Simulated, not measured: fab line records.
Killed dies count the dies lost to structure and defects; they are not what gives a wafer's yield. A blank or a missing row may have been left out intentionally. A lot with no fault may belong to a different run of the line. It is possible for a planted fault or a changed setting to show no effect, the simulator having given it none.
Matching of chambers    flow nand-harc    3 sister chambers for NHARC_A_STAIRCASE_DEP_471 on pecvd-04
The step deposits SiO2, target thk 100 nm. 16 wafers are shown with their chamber, then 8 later ones without.

## EACH WAFER AND ITS CHAMBER
wafer   chamber  throttle-valve-pct (%)  heater-power-w (W)
L076.1  2        15.9                    594
L076.3  1        15.0                    450
L076.6  1        15.2                    445
L078.2  2        16.4                    486
L078.3  1        15.4                    515
L078.6  0        15.8                    467
L080.1  0        15.7                    521
L080.4  1        15.2                    490
L080.6  0        15.7                    517
L081.1  0        15.9                    514
L081.4  2        16.0                    504
L081.5  1        15.4                    496
L082.1  0        16.0                    489
L082.4  2        16.0                    563
L082.5  1        15.4                    553
L083.1  1        15.3                    544

SIGNATURES (means of the wafers above)
reading             chamber 0  chamber 1  chamber 2  scatter within a chamber
throttle-valve-pct  15.820     15.271     16.075     0.164
heater-power-w      501.60     499.00     536.75     39.6
Rule: distance of a wafer from a chamber = root of the sum over the readings of ((wafer's reading minus chamber's mean) / reading's scatter) squared. If the next closest chamber is less than 2 further off than the closest, the wafer can't be placed; otherwise it belongs to the closest. The scatter: take each reading less its chamber's mean, square it, sum over the shown wafers, divide by the number of wafers less the number of chambers, and take the root.

## WAFERS WITH NO CHAMBER GIVEN
wafer   throttle-valve-pct (%)  heater-power-w (W)
L083.3  16.2                    498
L083.6  15.6                    512
L094.4  14.8                    415
L094.5  15.5                    560
L094.6  15.6                    610
L095.1  15.4                    499
L095.2  15.7                    566
L095.5  14.3                    416

## WHICH CHAMBER EACH WENT THROUGH
wafer    from the rows above            in truth
L083.3   can't be placed: 2 or 0        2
L083.6   can't be placed: 0 or 1 or 2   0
L094.4   1                              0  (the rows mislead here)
L094.5   can't be placed: 1 or 0 or 2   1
L094.6   can't be placed: 0 or 2 or 1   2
L095.1   can't be placed: 1 or 0        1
L095.2   can't be placed: 0 or 2 or 1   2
L095.5   1                              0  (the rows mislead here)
0 of 8 placed correctly. From these rows, 6 cannot be placed; in 6 the true chamber is one of the candidates. 2 placed wrongly.
